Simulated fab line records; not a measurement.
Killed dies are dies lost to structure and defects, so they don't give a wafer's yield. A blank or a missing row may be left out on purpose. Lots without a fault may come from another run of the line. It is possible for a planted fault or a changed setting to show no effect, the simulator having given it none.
Matching of chambers || flow n5_finfet || 4 sister chambers for N5_GATE_CUT_ETCH_19 on rie_diel-01
The step etches SiNx in CH3F/O2, target depth 53.7 nm, time 76.7 s. 7 wafers are shown with their chamber, then 7 later ones without.

## WAFERS, EACH WITH ITS CHAMBER
{"wafer": "L077.2", "chamber": 1, "throttle_valve_pct (%)": 16.17, "oes_product_au (a.u.)": 0.79}
{"wafer": "L077.3", "chamber": 3, "throttle_valve_pct (%)": 16.20, "oes_product_au (a.u.)": 0.71}
{"wafer": "L081.1", "chamber": 2, "throttle_valve_pct (%)": 16.15, "oes_product_au (a.u.)": 0.63}
{"wafer": "L081.3", "chamber": 0, "throttle_valve_pct (%)": 16.55, "oes_product_au (a.u.)": 0.69}
{"wafer": "L081.5", "chamber": 2, "throttle_valve_pct (%)": 16.15, "oes_product_au (a.u.)": 0.62}
{"wafer": "L085.3", "chamber": 0, "throttle_valve_pct (%)": 16.57, "oes_product_au (a.u.)": 0.70}
{"wafer": "L085.4", "chamber": 3, "throttle_valve_pct (%)": 16.22, "oes_product_au (a.u.)": 0.71}

## WAFERS WITH NO CHAMBER GIVEN
{"wafer": "L085.6", "throttle_valve_pct (%)": 16.17, "oes_product_au (a.u.)": 0.63}
{"wafer": "L086.1", "throttle_valve_pct (%)": 16.16, "oes_product_au (a.u.)": 0.62}
{"wafer": "L086.4", "throttle_valve_pct (%)": 16.58, "oes_product_au (a.u.)": 0.69}
{"wafer": "L086.5", "throttle_valve_pct (%)": 16.57, "oes_product_au (a.u.)": 0.68}
{"wafer": "L094.1", "throttle_valve_pct (%)": 16.19, "oes_product_au (a.u.)": 0.76}
{"wafer": "L094.2", "throttle_valve_pct (%)": 16.23, "oes_product_au (a.u.)": 0.69}
{"wafer": "L094.6", "throttle_valve_pct (%)": 16.59, "oes_product_au (a.u.)": 0.67}

## WHICH CHAMBER EACH ONE RAN IN
{"wafer": "L085.6", "from the rows above": 2, "in truth": 2}
{"wafer": "L086.1", "from the rows above": 2, "in truth": 2}
{"wafer": "L086.4", "from the rows above": 0, "in truth": 0}
{"wafer": "L086.5", "from the rows above": 0, "in truth": 0}
{"wafer": "L094.1", "from the rows above": 1, "in truth": 1}
{"wafer": "L094.2", "from the rows above": 3, "in truth": 3}
{"wafer": "L094.6", "from the rows above": 0, "in truth": 0}
7 of 7 placed correctly. From these rows, 0 cannot be placed. Number placed wrongly: 0.
How it was worked out, from the rows above alone: a wafer's distance from a chamber is the root of the sum, over the readings, of the square of ((its reading less the chamber's mean) divided by the reading's scatter). The wafer belongs to the nearest chamber; if the next one is less than 2 further off, it can't be placed. A chamber's mean is the mean of its shown wafers. The scatter: the root of (the sum of the squares of (reading less its chamber's mean) over the shown wafers, divided by (wafers less chambers)).
